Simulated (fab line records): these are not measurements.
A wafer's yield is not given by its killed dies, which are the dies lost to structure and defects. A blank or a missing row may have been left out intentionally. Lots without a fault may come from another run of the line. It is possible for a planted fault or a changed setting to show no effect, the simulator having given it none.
fab line records ; flow n5Finfet
record: lots: 7; wafers: 19; lastDay: 18
route steps=1938 shown FIN_SAQP@117 BEOL_M4@1111 PASSIVATION@1936
lots with no fault: from the same line, run without faults
startH: the number of hours between the record's first day and the start of the first shown wafer of the lot ; waitH: how many hours have passed since the lot's step before this one ; " same as the row above ; L1.1+2: a row that stands for several wafers ; - no value, or no start given ; * or withheld: withheld ; < > ~ a bound
route shown NAME@n: a module of which the file shows steps, and the number in the route of the first ; usual: average and standard deviation across the fault-free wafers ; same: alike in all rows ; chamber/n: place in a boat ; sites: per-site readings ; _std_site: the standard deviation of these ; _edge_site: inner sites' mean taken away from outer sites' mean ; radiusMm: for every site, how far away it sits from the centre of the wafer ; mask NAME#n: copy n ; behind: the tool/chamber that last shaped the wafer ; hold: cause of the lot's hold/its duration in hours/its outcome ; device: transistor that didn't switch, given as n, p or np ; end of line: at the end of the route, the tests of the same wafers ; step lacking rows: just its recipe ; killed: at the first sort, the dies lost to defects and structure; wafer yield is something else ; map: dies across one wafer; x = killed, . = not, _ = none there
set.NAME: the setting the step ran with; set.NAME@STEP: the setting that earlier step ran with ; model.NAME: the simulator's own value behind a step, which no gauge read
lots seen at some steps along the route; tables by step, rows by wafer
services: a tool's chamber out of use, with start hour (startH, from the record's first day; less than 0 if before it), hours out, and reason
== steps ==
step: N5_FIN_SAQP_STRIP_53
recipe: chemistry: N2/H2; tempC: 40; n2FlowSccm: 200; h2FlowSccm: 200; rfFrequencyHz: 6e+07
step: N5_FIN_SAQP_HM_OPEN_73
recipe: chemistry: CHF3/O2; target: SiO2; stopOn: a-Si; targetDepthA: 120; overEtchFrac: 1.8; maskMaterial: SOC; timeS: 16.8; pressureMtorr: 30; sourceW: 650; biasW: 170; Ar_flow_sccm: 200; CHF3_flow_sccm: 50; O2_flow_sccm: 5; ionEnergyEv: 200; ends: endPoint
step: N5_FIN_SAQP_STRIP_74
recipe: chemistry: CHF3/O2; resist: SiARC; rfFrequencyHz: 6e+07
step: N5_FIN_SAQP_MANDREL_ETCH_22
recipe: targetDepthA: 600; chemistry: HBr/Cl2; target: a-Si; stopOn: SiNx; btTimeS: 10; overEtchFrac: 0.5; timeS: 30; pressureMtorr: 10; icpW: 800; biasW: 75; HBr_flow_sccm: 150; Cl2_flow_sccm: 80; ends: endPoint
usual: drypumpMotorCurrentA: 5.4/0.42; oesProductAu: 0.770/0.015; throttleValvePct: 35.2/0.3
same: btTimeS: 10
lot.wafer;tool;chamber;startH;waitH;drypumpMotorCurrentA;oesProductAu;rfHoursCounterH;throttleValvePct
L378.1;rieSi-04;0;57.97;0.0;5.3;0.750;178;35.2
L378.5;rieSi-04;1;57.97;0.0;5.9;0.776;-;35.4
L378.6;rieSi-04;0;57.97;0.0;5.3;0.769;-;35.2
L381.1;rieSi-01;3;76.96;0.0;6.0;0.746;49;35.6
L381.4;rieSi-01;1;76.96;0.0;5.9;0.764;9;35.6
L381.5;rieSi-01;3;76.96;0.0;6.0;0.750;-;35.6
L384.1;rieSi-04;1;94.69;0.0;5.9;0.754;61;35.4
L384.6;rieSi-04;1;94.69;0.0;5.9;0.760;-;35.4
L385.1;rieSi-01;3;101.67;0.0;6.0;0.739;50;35.6
L385.6;rieSi-01;2;101.67;0.0;6.1;0.773;-;34.5
L388.1;rieSi-04;1;119.11;0.0;5.9;0.762;61;35.4
L388.2;rieSi-04;0;119.11;0.0;5.3;0.755;179;35.2
L388.3;rieSi-04;2;119.11;0.0;4.7;0.787;196;35.0
L391.2;rieSi-04;1;137.75;0.0;5.9;0.756;61;35.4
L391.3;rieSi-04;3;137.75;0.0;5.2;0.761;8;35.0
L391.6;rieSi-04;2;137.75;0.0;4.7;0.780;-;35.0
L394.2;rieSi-04;3;154.97;0.0;5.2;0.787;8;34.9
L394.4;rieSi-04;3;154.97;0.0;5.2;0.773;-;35.0
L394.6;rieSi-04;3;154.97;0.0;5.2;0.790;-;34.9
step: N5_FIN_SAQP_STRIP_55
recipe: chemistry: N2/H2; powerW: 500; tempC: 40; pressureMtorr: 50; rfFrequencyHz: 6e+07; overashFraction: 0.3; biasPowerW: 28; h2Frac: 0.5; n2FlowSccm: 300; h2FlowSccm: 300
usual: drypumpMotorCurrentA: 5.5/0.41; h2FlowSccm: 300.0/0.86; oesProductAu: 0.77/0.096; rfVppV: 121.9/1.5; showerheadPlenumPTorr: 3.37/0.095; throttleValvePct: 18.90/0.25
lot.wafer;tool;chamber;startH;waitH;drypumpMotorCurrentA;h2FlowSccm;oesProductAu;rfHoursCounterH;rfVppV;showerheadPlenumPTorr;throttleValvePct
L378.1;rieDiel-04;2;58.07;0.1;5.0;300.3;0.93;11;120.5;3.45;19.33
L378.5;rieDiel-04;1;58.07;0.1;5.2;299.5;0.70;-;124.1;3.21;19.14
L378.6;rieDiel-04;2;58.07;0.1;5.0;301.4;0.92;-;122.8;3.45;19.32
L381.1;rieDiel-01;1;77.07;0.1;5.5;300.2;0.69;225;122.6;3.44;19.04
L381.4;rieDiel-01;2;77.07;0.1;5.6;298.3;0.69;249;122.3;3.43;18.98
L381.5;rieDiel-01;0;77.07;0.1;5.7;299.2;0.76;-;123.0;3.50;18.43
L384.1;rieDiel-04;3;94.79;0.1;5.6;301.0;0.71;214;123.8;3.46;18.97
L384.6;rieDiel-04;1;94.79;0.1;5.2;301.6;0.68;-;122.4;3.20;19.17
L385.1;rieDiel-01;1;101.90;0.2;5.6;299.7;0.68;233;121.8;3.43;19.07
L385.6;rieDiel-01;3;101.90;0.2;4.8;300.5;0.81;-;121.0;3.41;18.86
L388.1;rieDiel-01;3;119.22;0.1;4.8;300.2;0.80;72;120.2;3.40;18.90
L388.2;rieDiel-01;1;119.22;0.1;5.6;301.1;0.69;242;124.0;3.43;19.06
L388.3;rieDiel-01;2;119.22;0.1;5.6;299.4;0.99;3;122.5;3.43;18.61
L391.2;rieDiel-02;3;137.85;0.1;6.1;299.7;0.74;182;121.5;3.31;18.90
L391.3;rieDiel-02;0;137.85;0.1;6.2;299.2;0.96;4;120.5;3.28;18.85
L391.6;rieDiel-02;1;137.85;0.1;5.4;300.3;0.83;-;121.4;3.27;19.00
L394.2;rieDiel-02;3;155.14;0.1;6.1;299.5;0.72;188;120.7;3.31;18.89
L394.4;rieDiel-02;1;155.14;0.1;5.4;299.8;0.79;70;119.0;3.27;19.06
L394.6;rieDiel-02;3;155.14;0.1;6.1;300.5;0.73;-;122.7;3.31;18.90
step: N5_FIN_SAQP_STRIP_23
recipe: chemistry: SPM; timeS: 750; tempC: 130; h2so4H2o2VolRatio: 4
step: N5_FIN_SAQP_SRD_66
recipe: dry: ipaMarangoni; timeS: 30; tempC: 23; rinseLiquid: diw
step: N5_FIN_SAQP_RECESS_75
recipe: chemistry: HF/NH3; target: SiO2; targetDepthA: 144; afsCycles: 3; tempC: 30; sublimationTempC: 180; sublimationTimeS: 60
step: N5_FIN_SAQP_SPACER1_ALD_24
recipe: material: SiO2; targetThkA: 203; tempC: 300; aldPrecursorFamily: BDEAS; aldCoReactant: O2-plasma; pulseTimeS: 1; purgeTimeS: 2; coReactantPurgeTimeS: 2; aldCycles: 218; pressureTorr: 2
usual: heaterPowerW: 472/58; precursorPulseHeightRel: 1.003/0.019
same: coReactantPurgeTimeS: 2; pulseTimeS: 1
lot.wafer;tool;chamber;startH;waitH;heaterPowerW;precursorPulseHeightRel;sinceWetCleanH
L378.1;aldSin-04;3;58.77;0.3;485;1.033;156
L378.5;aldSin-04;3;58.77;0.3;499;1.007;-
L378.6;aldSin-04;2;58.77;0.3;438;0.989;-
L381.1;aldSin-01;3;77.78;0.3;543;1.000;356
L381.4;aldSin-01;1;77.78;0.3;396;1.019;356
L381.5;aldSin-01;2;77.78;0.3;512;0.982;-
L384.1;aldSin-04;0;96.47;1.2;440;0.997;194
L384.6;aldSin-04;3;96.47;1.2;498;1.022;-
L385.1;aldSin-04;1;103.15;0.8;584;1.005;201
L385.6;aldSin-04;2;103.15;0.8;419;0.980;-
L388.1;aldSin-04;0;119.93;0.3;446;0.988;218
L388.2;aldSin-04;2;119.93;0.3;432;0.997;218
L388.3;aldSin-04;3;119.93;0.3;508;1.016;218
L391.2;aldSin-01;0;138.56;0.3;504;1.040;38
L391.3;aldSin-01;2;138.56;0.3;537;1.004;38
L391.6;aldSin-01;0;138.56;0.3;494;1.009;-
L394.2;aldSin-03;3;155.85;0.3;515;1.000;345
L394.4;aldSin-03;1;155.85;0.3;446;0.995;345
L394.6;aldSin-03;0;155.85;0.3;421;0.972;-
step: N5_FIN_SAQP_SPACER1_ETCHBACK_25
recipe: chemistry: CHF3/O2; mode: anisotropicEtchback; target: SiO2; targetDepthA: 244; timeS: 12.2; pressureMtorr: 30; sourceW: 650; biasW: 170; Ar_flow_sccm: 200; CHF3_flow_sccm: 50; O2_flow_sccm: 5; ionEnergyEv: 200
step: N5_FIN_SAQP_MANDREL1_REMOVE_56
recipe: chemistry: HBr/Cl2/O2; btTimeS: 10; target: a-Si; stopOn: SiNx; endpoint: OES-SiCl; overEtchFrac: 1; icpW: 600; biasW: 22; HBr_flow_sccm: 150; Cl2_flow_sccm: 80; O2_flow_sccm: 5; pressureMtorr: 10
usual: drypumpMotorCurrentA: 5.5/0.42; oesProductAu: 1.003/0.022; throttleValvePct: 36.5/0.4
same: btTimeS: 10
lot.wafer;tool;chamber;startH;waitH;drypumpMotorCurrentA;oesProductAu;rfHoursCounterH;throttleValvePct
L378.1;rieSi-02;2;59.58;0.1;4.9;0.970;49;36.8
L378.5;rieSi-02;1;59.58;0.1;5.5;1.014;-;36.4
L378.6;rieSi-02;2;59.58;0.1;4.9;0.969;-;36.8
L381.1;rieSi-02;0;78.60;0.1;5.5;1.015;48;37.0
L381.4;rieSi-02;0;78.60;0.1;5.5;1.030;-;37.0
L381.5;rieSi-02;1;78.60;0.1;5.5;1.016;-;36.4
L384.1;rieSi-04;0;97.27;0.1;5.3;0.987;179;36.6
L384.6;rieSi-04;0;97.27;0.1;5.3;0.991;-;36.5
L385.1;rieSi-04;1;104.07;0.1;5.9;1.004;61;36.7
L385.6;rieSi-04;2;104.07;0.1;4.7;1.037;-;36.4
L388.1;rieSi-04;3;120.73;0.1;5.2;1.022;7;36.3
L388.2;rieSi-04;2;120.73;0.1;4.7;1.041;196;36.4
L388.3;rieSi-04;1;120.73;0.1;5.9;1.009;61;36.7
L391.2;rieSi-04;1;139.36;0.1;5.9;1.002;61;36.7
L391.3;rieSi-04;2;139.36;0.1;4.7;1.035;196;36.4
L391.6;rieSi-04;2;139.36;0.1;4.7;1.048;-;36.4
L394.2;rieSi-04;0;156.66;0.1;5.3;0.982;180;36.5
L394.4;rieSi-04;0;156.66;0.1;5.3;0.992;-;36.6
L394.6;rieSi-04;3;156.66;0.1;5.2;1.016;-;36.3
step: N5_FIN_SAQP_CD_MEAS_27
recipe: targetCdNm: 20; landingEnergyEv: 1000; detector: seInlens; polarity: line
usual: cdNm: 20.34/0.24
lot.wafer;tool;chamber;startH;waitH;cdNm
L378.1;cdSem-02;0;59.69;0.1;20.58
L378.5;cdSem-02;0;59.69;0.1;19.99
L378.6;cdSem-02;0;59.69;0.1;20.66
L381.1;cdSem-01;0;78.71;0.1;20.01
L381.4;cdSem-01;0;78.71;0.1;20.03
L381.5;cdSem-01;0;78.71;0.1;20.36
L384.1;cdSem-01;0;97.38;0.1;20.53
L384.6;cdSem-01;0;97.38;0.1;20.68
L385.1;cdSem-03;0;104.18;0.1;19.90
L385.6;cdSem-03;0;104.18;0.1;20.41
L388.1;cdSem-01;0;120.84;0.1;20.30
L388.2;cdSem-01;0;120.84;0.1;20.50
L388.3;cdSem-01;0;120.84;0.1;20.22
L391.2;cdSem-02;0;139.48;0.1;20.71
L391.3;cdSem-02;0;139.48;0.1;20.75
L391.6;cdSem-02;0;139.48;0.1;20.25
L394.2;cdSem-01;0;156.81;0.1;20.20
L394.4;cdSem-01;0;156.81;0.1;21.28
L394.6;cdSem-01;0;156.81;0.1;20.37
step: N5_FIN_SAQP_ETCH_57
recipe: chemistry: CH3F/O2; target: SiNx; maskMaterial: SiO2; targetDepthA: 325; timeS: 46.4; pressureMtorr: 30; sourceW: 395; biasW: 73; Ar_flow_sccm: 150; CH3F_flow_sccm: 30; O2_flow_sccm: 20; ionEnergyEv: 120; ends: cleared
usual: drypumpMotorCurrentA: 5.6/0.44; etchRfOnTimeS: 46.2/1.3; oesProductAu: 0.67/0.085; rfVppV: 301/9.8; showerheadPlenumPTorr: 2.01/0.062; throttleValvePct: 16.3/0.34
lot.wafer;tool;chamber;startH;waitH;drypumpMotorCurrentA;etchRfOnTimeS;oesProductAu;rfHoursCounterH;rfVppV;showerheadPlenumPTorr;throttleValvePct
L378.1;rieDiel-02;2;59.74;0.0;6.2;46.7;0.59;239;313;1.98;16.3
L378.5;rieDiel-02;2;59.74;0.0;6.2;46.9;0.58;-;314;1.98;16.3
L378.6;rieDiel-02;1;59.74;0.0;5.4;46.1;0.75;-;299;1.94;15.7
L381.1;rieDiel-01;1;78.75;0.0;5.5;46.9;0.58;225;318;2.06;16.2
L381.4;rieDiel-01;0;78.75;0.0;5.7;46.7;0.65;138;313;2.09;16.2
L381.5;rieDiel-01;3;78.75;0.0;4.8;48.0;0.71;-;284;2.02;15.8
L384.1;rieDiel-01;1;97.57;0.2;5.5;85.1;0.43;231;318;2.06;16.2
L384.6;rieDiel-01;1;97.57;0.2;5.5;45.8;0.59;-;317;2.06;16.2
L385.1;rieDiel-01;0;104.31;0.1;5.6;89.3;0.48;148;313;2.09;16.2
L385.6;rieDiel-01;1;104.31;0.1;5.5;46.7;0.59;-;318;2.06;16.2
L388.1;rieDiel-01;1;120.89;0.0;5.5;86.9;0.43;242;317;2.06;16.2
L388.2;rieDiel-01;2;120.89;0.0;5.6;44.1;0.83;3;297;2.06;16.2
L388.3;rieDiel-01;3;120.89;0.0;4.8;89.6;0.50;72;285;2.02;15.8
L391.2;rieDiel-02;0;139.61;0.1;6.2;43.9;0.84;4;297;1.95;16.3
L391.3;rieDiel-02;3;139.61;0.1;6.1;46.8;0.62;182;299;2.00;16.6
L391.6;rieDiel-02;0;139.61;0.1;6.2;45.0;0.84;-;297;1.95;16.3
L394.2;rieDiel-02;1;156.85;0.0;5.4;46.3;0.70;70;298;1.93;15.8
L394.4;rieDiel-02;2;156.85;0.0;6.2;47.6;0.76;16;313;1.97;15.8
L394.6;rieDiel-02;2;156.85;0.0;6.2;47.5;0.75;-;313;1.97;15.8
step: N5_FIN_SAQP_ETCH_65
recipe: chemistry: CF4; target: SiO2; targetDepthA: 40; ionEnergyEv: 350; timeS: 4.4; pressureMtorr: 10; icpW: 800; biasW: 400; cf4FlowSccm: 80
usual: drypumpMotorCurrentA: 5.5/0.42; oesProductAu: 1.002/0.029; throttleValvePct: 21.7/0.32
lot.wafer;tool;chamber;startH;waitH;drypumpMotorCurrentA;oesProductAu;rfHoursCounterH;throttleValvePct
L378.1;rieSi-04;1;59.85;0.1;5.9;1.032;60;21.4
L378.5;rieSi-04;1;59.85;0.1;5.9;1.032;-;21.4
L378.6;rieSi-04;2;59.85;0.1;4.7;1.041;-;21.6
L381.1;rieSi-01;3;78.86;0.1;6.0;0.963;49;22.1
L381.4;rieSi-01;0;78.86;0.1;5.4;1.008;30;21.4
L381.5;rieSi-01;3;78.86;0.1;6.0;0.969;-;22.1
L384.1;rieSi-01;3;97.68;0.1;6.0;0.945;50;22.1
L384.6;rieSi-01;3;97.68;0.1;6.0;0.943;-;22.1
L385.1;rieSi-02;2;104.42;0.1;4.9;0.948;50;21.5
L385.6;rieSi-02;0;104.42;0.1;5.4;0.999;-;22.0
L388.1;rieSi-02;3;121.00;0.1;5.5;1.019;31;21.9
L388.2;rieSi-02;0;121.00;0.1;5.4;0.998;49;22.0
L388.3;rieSi-02;2;121.00;0.1;4.9;0.952;51;21.5
L391.2;rieSi-01;0;139.72;0.1;5.4;1.004;31;21.4
L391.3;rieSi-01;3;139.72;0.1;6.0;0.961;51;22.1
L391.6;rieSi-01;0;139.72;0.1;5.4;1.016;-;21.5
L394.2;rieSi-02;1;156.96;0.1;5.5;0.989;133;21.4
L394.4;rieSi-02;2;156.96;0.1;4.9;0.958;51;21.5
L394.6;rieSi-02;3;156.96;0.1;5.5;1.019;-;21.9
step: N5_BEOL_M4_RC_MEAS_101
usual: DIBL_N: 36.2/2.2; DIBL_P: 36.5/3; IOFF_N: 0.16/0.039; IOFF_P: 0.22/0.047; ION_N: 675/15; ION_P: 463/10; SS_N: 71.6/0.71; SS_P: 73.4/0.94; VT_N: 250/3.6; VT_P: -250/3.9
lot.wafer;tool;chamber;startH;waitH;DIBL_N[mV/V];DIBL_P[mV/V];IOFF_N[nA/um];IOFF_P[nA/um];ION_N[uA/um];ION_P[uA/um];SS_N[mV/dec];SS_P[mV/dec];VT_N[mV];VT_P[mV]
L378.1;prober-02;0;200.80;0.0;36.8;38.3;0.19;0.26;665;460;72.2;75.0;245;-245
L378.5;prober-02;0;200.80;0.0;39.2;40.2;0.23;0.30;683;463;72.6;75.2;247;-246
L378.6;prober-02;0;200.80;0.0;37.2;38.9;0.19;0.28;673;465;71.4;75.3;249;-246
L381.1;prober-02;0;222.86;0.0;33.1;32.1;0.11;0.11;643;434;70.9;71.8;257;-260
L381.4;prober-02;0;222.86;0.0;38.7;40.7;0.19;0.22;671;450;71.9;74.5;248;-252
L381.5;prober-02;0;222.86;0.0;38.0;39.7;0.19;0.20;668;443;71.7;73.8;248;-255
L384.1;prober-02;0;248.27;0.0;33.4;32.0;0.12;0.16;676;463;71.4;72.1;253;-251
L384.6;prober-02;0;248.27;0.0;33.4;33.1;0.12;0.20;676;476;71.6;72.1;256;-250
L385.1;prober-02;0;256.35;0.0;35.2;33.2;0.12;0.15;659;448;70.9;71.6;254;-255
L385.6;prober-02;0;256.35;0.0;36.9;36.0;0.14;0.18;680;466;71.4;73.3;253;-253
L388.1;prober-02;0;271.97;0.0;34.3;34.9;0.12;0.18;655;455;70.4;72.6;251;-252
L388.2;prober-02;0;271.97;0.0;36.5;38.4;0.16;0.25;665;465;72.4;74.0;250;-249
L388.3;prober-02;0;271.97;0.0;34.4;34.6;0.11;0.15;654;454;71.1;72.7;257;-253
L391.2;prober-02;0;289.77;0.2;34.5;34.9;0.15;0.23;695;480;71.0;72.4;246;-243
L391.3;prober-02;0;289.77;0.2;35.0;35.5;0.16;0.24;670;475;71.6;73.1;247;-246
L391.6;prober-02;0;289.77;0.2;32.6;32.1;0.12;0.19;646;457;70.8;72.4;252;-247
L394.2;prober-02;0;317.39;0.2;36.9;35.4;0.16;0.19;691;472;70.5;73.5;251;-252
L394.4;prober-02;0;317.39;0.2;36.2;34.3;0.13;0.17;653;449;72.0;73.8;252;-253
L394.6;prober-02;0;317.39;0.2;39.9;39.3;0.20;0.25;684;471;72.5;74.0;248;-251
step: N5_PASSIVATION_PROBE_49
usual: defectLimitedYield: 91.5/1.5; killed_at_M0_to_M3: 32/10; killed_at_M4_up: 13/4.9; killedAtContacts: 13/6.1; killedAtFrontEnd: 38/11; killedAtOther: 3/3.2; killedDies: 101/18; killedOpen: 66/13; killedShort: 32/8.3; sort_bin_5_function: 5.0/1; sort_bin_6_memory: 3.2/0.74; sort_bin_8_speed: 0.1/1.1; sortNPass: 1078/22; sortYieldPct: 91.3/1.9
same: grossDies: 1180; killedAtBackSide: 0; sort_bin_4_leakage[%]: 0
lot.wafer;tool;chamber;startH;waitH;defectLimitedYield[%];killed_at_M0_to_M3;killed_at_M4_up;killedAtContacts;killedAtFrontEnd;killedAtOther;killedDies;killedOpen;killedShort;sort_bin_5_function[%];sort_bin_6_memory[%];sort_bin_8_speed[%];sortNPass;sortYieldPct[%]
L378.1;prober-01;-;311.47;0.0;88.9;36;11;6;75;3;131;87;39;6.8;4.0;0;1049;88.9
L378.5;prober-01;-;311.67;0.2;91.4;39;12;10;32;9;102;70;25;5.9;2.5;0;1078;91.4
L378.6;prober-01;-;311.72;0.3;89.2;36;13;18;59;2;128;76;48;5.7;4.9;0;1052;89.2
L384.1;prober-02;-;352.72;0.0;93.1;19;9;13;38;3;82;55;26;5.1;1.8;0;1098;93.1
L384.6;prober-02;-;352.97;0.3;91.4;42;7;17;33;3;102;64;35;5.2;3.0;0;1078;91.4
L385.1;prober-02;-;361.15;0.0;91.9;40;14;9;32;1;96;66;27;4.7;3.5;0;1084;91.9
L385.6;prober-02;-;361.40;0.3;90.2;50;15;16;34;1;116;78;38;6.1;3.6;0;1064;90.2
killed by level:class
L378.1 STI_FIN_REVEAL:geometricParticle:open=29 FIN_SAQP:geometricParticle:open=10 FIN_SAQP:geometricParticle:short=10 BEOL_M0:geometricParticle:open=10 BEOL_M4:geometricParticle:open=9 BEOL_M0_SAQP:geometricParticle:short=8 BEOL_M0_SAQP:geometricParticle:open=7 GATE_CUT:geometricParticle:open=5
L378.5 STI_FIN_REVEAL:geometricParticle:open=11 MOL_CONTACT_COAG:geometricParticle:open=9 BEOL_M0_SAQP:geometricParticle:open=9 FIN_SAQP:geometricParticle:open=5 BEOL_M0:geometricParticle:open=5 BEOL_M2:geometricParticle:open=5 BEOL_M3:geometricParticle:open=5 BEOL_M2:geometricParticle:short=4
L378.6 FIN_SAQP:geometricParticle:open=17 FIN_SAQP:geometricParticle:short=16 MOL_CONTACT_COAG:geometricParticle:open=15 BEOL_M0_SAQP:geometricParticle:short=12 STI_FIN_REVEAL:geometricParticle:open=11 BEOL_M0_SAQP:geometricParticle:open=10 BEOL_M2:geometricParticle:open=6 BEOL_M4:geometricParticle:open=5
L384.1 MOL_CONTACT_COAG:geometricParticle:open=12 FIN_SAQP:geometricParticle:short=6 DUMMY_GATE:geometricParticle:open=6 GATE_CUT:geometricParticle:short=6 BEOL_M1:geometricParticle:open=5 FIN_SAQP:geometricParticle:open=3 SPACER0:geometricParticle:open=3 GATE_CUT:geometricParticle:open=3
L384.6 MOL_CONTACT_COAG:geometricParticle:open=14 BEOL_M0_SAQP:geometricParticle:short=14 BEOL_M0_SAQP:geometricParticle:open=13 GATE_CUT:geometricParticle:short=8 BEOL_M3:geometricParticle:open=6 STI_FIN_REVEAL:geometricParticle:open=4 BEOL_M2:geometricParticle:open=4 FIN_SAQP:geometricParticle:open=3
L385.1 BEOL_M0_SAQP:geometricParticle:short=12 STI_FIN_REVEAL:geometricParticle:open=11 BEOL_M3:geometricParticle:open=9 MOL_CONTACT_COAG:geometricParticle:open=7 FIN_SAQP:geometricParticle:open=5 BEOL_M2:geometricParticle:open=5 BEOL_M5:geometricParticle:open=5 BEOL_M0_SAQP:geometricParticle:open=4
L385.6 MOL_CONTACT_COAG:geometricParticle:open=14 BEOL_M0_SAQP:geometricParticle:open=14 BEOL_M0_SAQP:geometricParticle:short=10 BEOL_M3:geometricParticle:open=10 FIN_SAQP:geometricParticle:short=6 STI_FIN_REVEAL:geometricParticle:open=6 FIN_SAQP:geometricParticle:open=5 BEOL_M3:geometricParticle:short=5
== services ==
tool;chamber;startH;hours;kind
rieSi-02;3;56.79;51.3;repair
aldSin-01;0;56.98;3.5;repair
rieDiel-01;2;80.94;-;clean
rieDiel-01;2;80.94;-;consumableReplace:focusRing
rieDiel-01;2;80.94;28.7;scheduledDown
rieDiel-01;2;80.94;28.7;ventCycle
rieDiel-04;2;84.75;13.7;repair
aldSin-01;-;86.31;14.0;pm
rieDiel-02;2;93.10;-;clean
rieDiel-02;2;93.10;-;consumableReplace:focusRing
rieDiel-02;2;93.10;19.4;scheduledDown
rieDiel-02;2;93.10;19.4;ventCycle
rieDiel-01;0;114.92;6.0;repair
aldSin-01;0;116.62;14.9;repair
rieDiel-01;1;139.95;-;clean
rieDiel-01;1;139.95;-;consumableReplace:focusRing
rieDiel-01;1;139.95;16.9;scheduledDown
rieDiel-01;1;139.95;16.9;ventCycle
rieSi-04;2;144.24;-;clean
rieSi-04;2;144.24;35.7;scheduledDown
rieSi-04;2;144.24;35.7;ventCycle
rieSi-04;0;146.59;4.2;repair
rieSi-02;1;149.19;5.1;repair
rieSi-04;1;150.63;7.1;repair
== key ==
firstSign: step: N5_FIN_SAQP_ETCH_57; reading: etchRfOnTimeS; direction: up; sigmas: 32; usual: *; struck: *
effect: step: N5_FIN_SAQP_ETCH_57; reading: oesProductAu; direction: down; sigmas: 2.5; usual: 0.67; struck: 0.46; wafersMoved: 2
metAt N5_FIN_SAQP_ETCH_57
struckWafers L384.1,L385.1,L388.1,L388.3
onsetBetween 78.75 97.57
fault: kind: processParameterDrift; tool: rieDiel-01; chamber: -; onsetH: 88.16; steps: N5_FIN_SAQP_ETCH_57; channel: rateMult; offset: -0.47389; shape: step; endH: 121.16; scope: struckWafersOnly
